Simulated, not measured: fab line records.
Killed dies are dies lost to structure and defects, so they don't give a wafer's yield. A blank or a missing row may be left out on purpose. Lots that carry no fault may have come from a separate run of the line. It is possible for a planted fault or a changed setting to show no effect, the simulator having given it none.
Which tool is to blame? -- flow nand_harc -- 72 wafers from 24 lots sampled at 4 of the route's 1302 steps

## WHAT THE GAUGES SHOWED, per wafer
NHARC_A_CONTACT_CD_MEAS_80. Usual: cd_nm reads 290.0 nm (standard deviation 0.79).
lot,measured,on,cd_nm (nm),flag
L074,day 22 23:50,cd_sem-01,288.8 289.5 290.1,
L077,day 23 15:35,cd_sem-01,289.9 290.2 290.4,
L075,day 23 20:55,cd_sem-01,290.7 291.2 290.6,
L076,day 23 21:15,cd_sem-03,289.7 290.1 289.9,
L079,day 24 01:47,cd_sem-01,290.4 290.4 290.3,
L078,day 24 21:16,cd_sem-02,290.9 291.3 291.1,
L080,day 24 21:39,cd_sem-01,290.1 289.4 289.6,
L082,day 25 14:41,cd_sem-02,290.9 290.5 290.2,
L081,day 25 19:29,cd_sem-02,289.7 289.4 290.7,
L083,day 26 12:25,cd_sem-03,289.4 289.0 290.2,
L084,day 26 13:10,cd_sem-03,289.5 289.0 289.5,
L085,day 27 03:37,cd_sem-02,290.5 289.7 290.9,
L086,day 27 19:03,cd_sem-02,289.0 290.0 289.7,
L087,day 28 05:50,cd_sem-02,290.5 291.0 289.9,
L089,day 28 12:12,cd_sem-03,290.0 291.3 290.3,
L088,day 28 13:38,cd_sem-03,290.7 289.9 290.2,
L090,day 29 05:41,cd_sem-03,290.3 290.9 291.5,
L093,day 30 00:01,cd_sem-01,289.9 290.2 290.1,
L091,day 30 04:08,cd_sem-02,287.4 287.4 288.2,
L092,day 30 07:00,cd_sem-01,289.9 290.4 290.1,
L094,day 30 07:46,cd_sem-02,289.8 289.6 289.8,
L095,day 31 00:45,cd_sem-01,291.1 290.5 290.3,
L096,day 31 18:03,cd_sem-02,290.2 290.4 290.3,
L097,day 31 23:12,cd_sem-02,289.3 289.4 289.8,

NHARC_A_CONTACT_CD_MEAS_08 targets a cd of 200 nm. Usual: cd_nm reads 200.2 nm (standard deviation 0.53).
lot,measured,on,cd_nm (nm),flag
L074,day 23 08:49,cd_sem-03,200.2 200.7 200.3,
L077,day 24 00:22,cd_sem-01,200.9 200.4 200.4,
L075,day 24 07:46,cd_sem-03,199.9 200.3 199.6,
L076,day 24 07:58,cd_sem-01,200.1 200.2 199.4,
L079,day 24 11:52,cd_sem-02,199.8 199.8 199.8,
L078,day 25 00:38,cd_sem-02,200.2 200.1 199.8,
L080,day 25 01:17,cd_sem-03,198.9 200.3 200.5,
L082,day 25 18:01,cd_sem-02,200.3 200.3 200.1,
L081,day 25 22:46,cd_sem-03,200.6 199.9 200.1,
L083,day 26 16:23,cd_sem-03,199.0 200.1 200.0,
L084,day 26 20:01,cd_sem-02,200.4 201.0 200.4,
L085,day 27 07:07,cd_sem-03,200.5 199.8 200.6,
L086,day 28 03:01,cd_sem-03,201.0 200.1 200.5,
L087,day 28 11:20,cd_sem-03,200.4 199.9 200.0,
L089,day 28 16:31,cd_sem-02,199.7 199.8 199.6,
L088,day 28 17:03,cd_sem-03,200.3 202.1 200.4,
L090,day 29 13:28,cd_sem-02,200.1 200.0 199.8,
L093,day 30 04:17,cd_sem-01,200.4 200.1 200.7,
L091,day 30 07:32,cd_sem-02,199.8 200.6 199.9,
L092,day 30 10:50,cd_sem-03,199.9 201.0 199.9,
L094,day 30 12:10,cd_sem-02,200.1 200.4 199.5,
L095,day 31 04:13,cd_sem-01,200.2 200.0 199.9,
L096,day 32 04:04,cd_sem-01,200.8 201.1 199.6,
L097,day 32 04:13,cd_sem-01,199.1 199.4 199.9,

NHARC_A_CONTACT_INSPECT_10. Usual: raw_defect_count reads 81 (standard deviation 37).
lot,measured,on,raw_defect_count,flag
L074,day 23 08:56,defect_inspect-02,73 107 85,
L077,day 24 00:29,defect_inspect-02,55 34 55,
L075,day 24 07:54,defect_inspect-01,90 115 117,
L076,day 24 08:05,defect_inspect-02,12 18 21,
L079,day 24 11:59,defect_inspect-02,116 91 111,
L078,day 25 00:46,defect_inspect-01,112 106 90,
L080,day 25 01:24,defect_inspect-01,57 68 50,
L082,day 25 18:08,defect_inspect-02,148 158 163,
L081,day 25 22:53,defect_inspect-01,71 96 75,
L083,day 26 16:31,defect_inspect-02,155 149 138,
L084,day 26 20:08,defect_inspect-02,20 26 18,
L085,day 27 07:14,defect_inspect-02,61 56 55,
L086,day 28 03:09,defect_inspect-02,53 50 41,
L087,day 28 11:28,defect_inspect-02,70 66 69,
L089,day 28 16:39,defect_inspect-01,40 26 23,
L088,day 28 17:10,defect_inspect-01,135 140 142,
L090,day 29 13:35,defect_inspect-02,106 106 103,
L093,day 30 04:25,defect_inspect-01,38 28 31,
L091,day 30 07:40,defect_inspect-02,67 81 72,
L092,day 30 10:58,defect_inspect-01,64 79 69,
L094,day 30 12:18,defect_inspect-01,88 100 102,
L095,day 31 04:22,defect_inspect-02,113 103 101,
L096,day 32 04:11,defect_inspect-01,77 99 84,
L097,day 32 04:20,defect_inspect-01,98 87 92,

## TOOL THAT RAN EACH LOT (tool first, then ch and the chambers of the sampled wafers, then the start)
lot,NHARC_A_CONTACT_ETCH_126
L074,"har_cap_etch-03 ch 0,1, day 22 21:35"
L077,"har_cap_etch-03 ch 0,1, day 23 13:21"
L075,"har_cap_etch-02 ch 0,1, day 23 18:41"
L076,"har_cap_etch-01 ch 0,1, day 23 18:52"
L079,"har_cap_etch-02 ch 0,1, day 23 23:09"
L078,"har_cap_etch-01 ch 0,1, day 24 19:02"
L080,"har_cap_etch-03 ch 0,1, day 24 19:24"
L082,"har_cap_etch-02 ch 0, day 25 12:29"
L081,"har_cap_etch-03 ch 1, day 25 17:14"
L083,"har_cap_etch-02 ch 0,1, day 26 10:10"
L084,"har_cap_etch-03 ch 0,1, day 26 10:53"
L085,"har_cap_etch-01 ch 1, day 27 01:22"
L086,"har_cap_etch-02 ch 0, day 27 16:49"
L087,"har_cap_etch-02 ch 0,1, day 28 03:35"
L089,"har_cap_etch-01 ch 0,1, day 28 09:58"
L088,"har_cap_etch-02 ch 0,1, day 28 11:27"
L090,"har_cap_etch-02 ch 0,1, day 29 03:28"
L093,"har_cap_etch-02 ch 0,1, day 29 21:46"
L091,"har_cap_etch-01 ch 0,1, day 30 01:15"
L092,"har_cap_etch-03 ch 0,1, day 30 04:42"
L094,"har_cap_etch-02 ch 0,1, day 30 05:28"
L095,"har_cap_etch-01 ch 0,1, day 30 22:31"
L096,"har_cap_etch-03 ch 0,1, day 31 15:49"
L097,"har_cap_etch-02 ch 0,1, day 31 20:59"
- NHARC_A_CONTACT_ETCH_126: etches the open film in C4F8/O2/Ar, time 197 s, target depth 1918 nm.

## AS READ BY THE TOOLS THEMSELVES (means over the sampled wafers that have a number; for cases with no such wafer, the mark the record gives instead)
The record holds no such reading with a usual standard deviation.

## THE ANSWER, worked out from the rows above alone
Rule: a lot counts as off when the mean over its wafers that have a number is more than 3 standard deviations away from the usual mean. A lot without any number at a reading at which 4 lots or more have one is off too. Any other lot the step has rows for is counted as sound. First the gauges in route order, then the tools' own readings, where a lot's mean is used as printed above. At the first step where some lot is off, the reading lying furthest off is the one used; lots without a number count as furthest.
No lot is off on any of the readings shown, so nothing can be concluded from this.

## WHAT THE SIMULATOR HAD PUT IN
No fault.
